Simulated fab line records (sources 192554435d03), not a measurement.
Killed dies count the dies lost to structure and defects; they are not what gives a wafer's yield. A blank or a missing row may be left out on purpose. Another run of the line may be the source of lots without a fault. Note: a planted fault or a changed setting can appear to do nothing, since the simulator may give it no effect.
Which tool is to blame? :: flow n5Finfet :: 24 lots with 72 wafers sampled at 2 steps, on a route of 1938 steps

## WHAT EACH GAUGE READ, for each wafer
N5_SD_EPI_N_OVL_MEAS_10. Usual: for SD_N_BLK_OVL the level is 0.4 nm and the standard deviation is 0.84.
lot: L074
measured: day 3 03:36
on: overlay-02
SD_N_BLK_OVL (nm): 0.6 2.4 0.7
flag: 

lot: L075
measured: day 3 06:26
on: overlay-01
SD_N_BLK_OVL (nm): -0.4 -1.7 -0.3
flag: 

lot: L076
measured: day 3 11:39
on: overlay-01
SD_N_BLK_OVL (nm): 0.4 1.0 0.5
flag: 

lot: L077
measured: day 3 17:43
on: overlay-02
SD_N_BLK_OVL (nm): -1.2 -0.4 0.0
flag: 

lot: L078
measured: day 4 01:50
on: overlay-02
SD_N_BLK_OVL (nm): 0.5 -1.7 0.1
flag: 

lot: L079
measured: day 4 06:20
on: overlay-01
SD_N_BLK_OVL (nm): -0.2 1.1 0.2
flag: 

lot: L080
measured: day 4 16:19
on: overlay-01
SD_N_BLK_OVL (nm): -0.5 -0.4 0.5
flag: 

lot: L081
measured: day 4 23:33
on: overlay-02
SD_N_BLK_OVL (nm): 1.7 1.3 1.9
flag: 

lot: L082
measured: day 5 04:15
on: overlay-01
SD_N_BLK_OVL (nm): 0.3 0.5 1.2
flag: 

lot: L083
measured: day 5 11:40
on: overlay-02
SD_N_BLK_OVL (nm): -0.2 -0.5 -0.6
flag: 

lot: L084
measured: day 5 20:08
on: overlay-02
SD_N_BLK_OVL (nm): -0.6 -0.6 0.0
flag: 

lot: L085
measured: day 6 00:41
on: overlay-02
SD_N_BLK_OVL (nm): -0.8 -0.1 -1.0
flag: 

lot: L086
measured: day 6 05:53
on: overlay-01
SD_N_BLK_OVL (nm): 0.1 0.0 0.3
flag: 

lot: L087
measured: day 6 09:41
on: overlay-02
SD_N_BLK_OVL (nm): 0.3 0.8 -0.4
flag: 

lot: L088
measured: day 6 12:51
on: overlay-02
SD_N_BLK_OVL (nm): 1.0 0.8 0.1
flag: 

lot: L089
measured: day 6 19:03
on: overlay-02
SD_N_BLK_OVL (nm): 0.6 -1.0 0.8
flag: 

lot: L090
measured: day 7 01:26
on: overlay-02
SD_N_BLK_OVL (nm): 0.7 0.8 0.8
flag: 

lot: L091
measured: day 7 05:37
on: overlay-01
SD_N_BLK_OVL (nm): 0.3 0.5 0.6
flag: 

lot: L092
measured: day 7 11:41
on: overlay-02
SD_N_BLK_OVL (nm): 0.1 1.5 0.8
flag: 

lot: L093
measured: day 7 17:42
on: overlay-01
SD_N_BLK_OVL (nm): 0.7 1.2 0.3
flag: 

lot: L094
measured: day 8 03:10
on: overlay-01
SD_N_BLK_OVL (nm): -0.8 -0.1 0.5
flag: 

lot: L095
measured: day 8 11:37
on: overlay-02
SD_N_BLK_OVL (nm): 0.8 0.8 1.7
flag: 

lot: L096
measured: day 8 12:35
on: overlay-02
SD_N_BLK_OVL (nm): 0.6 -1.5 0.3
flag: 

lot: L097
measured: day 8 20:55
on: overlay-02
SD_N_BLK_OVL (nm): 1.9 1.2 2.0
flag: 

N5_SD_EPI_P_EPI_MEAS_23. Usual: thkNm reads 61.1 nm (standard deviation 1.2).
lot: L074
measured: day 3 11:40
on: filmMetro-02
thkNm (nm): 61.9 59.4 61.4
flag: 

lot: L075
measured: day 3 14:22
on: filmMetro-02
thkNm (nm): 59.4 61.9 61.0
flag: 

lot: L076
measured: day 3 20:00
on: filmMetro-01
thkNm (nm): 61.6 61.2 61.0
flag: 

lot: L077
measured: day 4 01:56
on: filmMetro-02
thkNm (nm): 58.3 60.7 61.3
flag: 

lot: L078
measured: day 4 10:08
on: filmMetro-02
thkNm (nm): 60.1 61.7 61.6
flag: 

lot: L079
measured: day 4 14:22
on: filmMetro-01
thkNm (nm): 61.5 61.5 61.2
flag: 

lot: L080
measured: day 5 01:25
on: filmMetro-02
thkNm (nm): 60.5 62.0 61.0
flag: 

lot: L081
measured: day 5 08:55
on: filmMetro-01
thkNm (nm): 63.1 61.6 61.9
flag: 

lot: L082
measured: day 5 12:20
on: filmMetro-01
thkNm (nm): 60.2 61.0 60.0
flag: 

lot: L083
measured: day 5 19:56
on: filmMetro-01
thkNm (nm): 60.7 60.5 58.7
flag: 

lot: L084
measured: day 6 04:35
on: filmMetro-02
thkNm (nm): 60.0 63.0 58.5
flag: 

lot: L085
measured: day 6 10:58
on: filmMetro-02
thkNm (nm): 59.1 61.5 62.2
flag: 

lot: L086
measured: day 6 14:46
on: filmMetro-02
thkNm (nm): 60.0 60.7 60.1
flag: 

lot: L087
measured: day 6 17:46
on: filmMetro-01
thkNm (nm): 62.9 63.0 62.5
flag: 

lot: L088
measured: day 6 21:46
on: filmMetro-02
thkNm (nm): 61.0 61.5 60.7
flag: 

lot: L089
measured: day 7 04:25
on: filmMetro-01
thkNm (nm): 60.8 63.1 61.8
flag: 

lot: L090
measured: day 7 10:04
on: filmMetro-01
thkNm (nm): 59.9 59.7 60.7
flag: 

lot: L091
measured: day 7 15:01
on: filmMetro-02
thkNm (nm): 61.9 62.4 60.4
flag: 

lot: L092
measured: day 7 20:52
on: filmMetro-02
thkNm (nm): 61.6 62.0 60.9
flag: 

lot: L093
measured: day 8 02:53
on: filmMetro-01
thkNm (nm): 62.1 61.7 59.6
flag: 

lot: L094
measured: day 8 12:54
on: filmMetro-02
thkNm (nm): 59.0 59.8 62.6
flag: 

lot: L095
measured: day 8 19:52
on: filmMetro-01
thkNm (nm): 62.1 62.3 61.2
flag: 

lot: L096
measured: day 8 21:20
on: filmMetro-01
thkNm (nm): 62.5 61.1 63.2
flag: 

lot: L097
measured: day 9 05:48
on: filmMetro-02
thkNm (nm): 61.0 59.9 59.3
flag: 

## TOOL THAT RAN EACH LOT (tool first, then ch and the chambers of the sampled wafers, then the start)
No process step before these readings appears in the record.

## WHAT THE TOOLS THEMSELVES READ (means of the sampled wafers that have a number; where no wafer has one, the mark that the record gives instead)
The record holds no such reading with a usual standard deviation.

## THE ANSWER, worked out from the rows above alone
Rule: a lot is off if the mean of its wafers that have a number lies more than 3 standard deviations from the usual mean. A lot without any number at a reading at which 4 lots or more have one is off too. All remaining lots with rows at the step are treated as sound. First the gauges in route order, then the tools' own readings, where a lot's mean is used as printed above. At the first step where some lot is off, the reading lying furthest off is the one used; lots without a number count as furthest.
No lot is off at any reading shown: from this, nothing can be told.

## WHAT WAS PUT IN BY THE SIMULATOR
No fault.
